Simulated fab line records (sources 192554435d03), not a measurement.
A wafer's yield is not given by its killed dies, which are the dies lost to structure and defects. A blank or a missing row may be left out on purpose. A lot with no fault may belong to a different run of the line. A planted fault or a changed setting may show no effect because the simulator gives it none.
Matching of chambers || flow n5_finfet || 4 sister chambers for N5_BEOL_M0_ETCH_109 on rie_diel-06
The step etches SiCN in CH3F/O2, target depth 8 nm, overetch 2.4 nm, time 27.4 s. 4 wafers are shown with their chamber, then 8 later ones without.

## EACH WAFER AND ITS CHAMBER
{"wafer": "L080.4", "chamber": 1, "showerhead_plenum_p_Torr (Torr)": 2.03}
{"wafer": "L083.1", "chamber": 2, "showerhead_plenum_p_Torr (Torr)": 1.93}
{"wafer": "L083.2", "chamber": 3, "showerhead_plenum_p_Torr (Torr)": 1.93}
{"wafer": "L088.1", "chamber": 0, "showerhead_plenum_p_Torr (Torr)": 2.06}

## WAFERS WHOSE CHAMBER IS MISSING
{"wafer": "L088.2", "showerhead_plenum_p_Torr (Torr)": 2.02}
{"wafer": "L088.4", "showerhead_plenum_p_Torr (Torr)": 1.93}
{"wafer": "L091.3", "showerhead_plenum_p_Torr (Torr)": 1.92}
{"wafer": "L091.4", "showerhead_plenum_p_Torr (Torr)": 1.93}
{"wafer": "L091.6", "showerhead_plenum_p_Torr (Torr)": 1.93}
{"wafer": "L092.1", "showerhead_plenum_p_Torr (Torr)": 2.06}
{"wafer": "L092.2", "showerhead_plenum_p_Torr (Torr)": 1.92}
{"wafer": "L092.5", "showerhead_plenum_p_Torr (Torr)": 1.93}

## CHAMBER TAKEN BY EACH
{"wafer": "L088.2", "from the rows above": 1, "in truth": 1}
{"wafer": "L088.4", "from the rows above": "can't be placed: 2 or 3", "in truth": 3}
{"wafer": "L091.3", "from the rows above": "can't be placed: 2 or 3", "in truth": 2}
{"wafer": "L091.4", "from the rows above": "can't be placed: 2 or 3", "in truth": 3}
{"wafer": "L091.6", "from the rows above": "can't be placed: 2 or 3", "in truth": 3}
{"wafer": "L092.1", "from the rows above": 0, "in truth": 0}
{"wafer": "L092.2", "from the rows above": "can't be placed: 2 or 3", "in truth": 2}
{"wafer": "L092.5", "from the rows above": "can't be placed: 2 or 3", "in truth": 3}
Correct placement for 2 of the 8. From these rows, 6 cannot be placed; in 6 the true chamber is one of the candidates. Number placed wrongly: 0.
How it was worked out, from the rows above alone: a wafer's distance from a chamber is the root of the sum, over the readings, of the square of ((its reading less the chamber's mean) divided by the reading's scatter). The wafer belongs to the nearest chamber; if the next one is less than 2 further off, it can't be placed. Each chamber's mean is taken over the wafers shown for it. The scatter: root of mean squared gap, hidden wafer to nearest shown wafer, with one shown wafer a chamber.
